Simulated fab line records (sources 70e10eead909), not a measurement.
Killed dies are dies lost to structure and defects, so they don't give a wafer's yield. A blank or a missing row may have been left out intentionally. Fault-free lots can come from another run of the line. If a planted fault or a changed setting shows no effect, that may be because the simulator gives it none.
Matching of chambers    flow nand harc    4 sister chambers for NHARC_A_CHANNEL_FILL_D1_ALD_14 on ald hk-03
The step deposits SiO2, target thk 2.5 nm, pulse time 10 s, ald cycles 25. 4 wafers are shown with their chamber, then 8 later ones without.

## EACH WAFER AND ITS CHAMBER
wafer   chamber  heater power w (W)
L079.6  2        591
L080.2  0        500
L080.3  3        408
L086.1  1        455

## WAFERS WHOSE CHAMBER IS MISSING
wafer   heater power w (W)
L086.2  509
L086.3  429
L088.4  588
L088.5  495
L088.6  428
L093.1  443
L093.2  417
L093.3  511

## EACH ONE'S CHAMBER
wafer   from the rows above      in truth
L086.2  0                        0
L086.3  can't be placed: 3 or 1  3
L088.4  2                        2
L088.5  0                        0
L088.6  can't be placed: 3 or 1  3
L093.1  can't be placed: 1 or 3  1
L093.2  3                        3
L093.3  0                        0
5 of 8 placed correctly. These rows do not allow placing 3 (true chamber among the candidates in 3). Wrongly placed: 0.
How it was worked out, from the rows above alone: a wafer's distance from a chamber is the root of the sum, over the readings, of the square of ((its reading less the chamber's mean) divided by the reading's scatter). The wafer belongs to the nearest chamber; if the next one is less than 2 further off, it can't be placed. For every chamber, the mean is computed from those of its wafers that are shown. The scatter: with one shown wafer a chamber, the root of the mean of the squares of how far each hidden wafer lies from its nearest shown one.
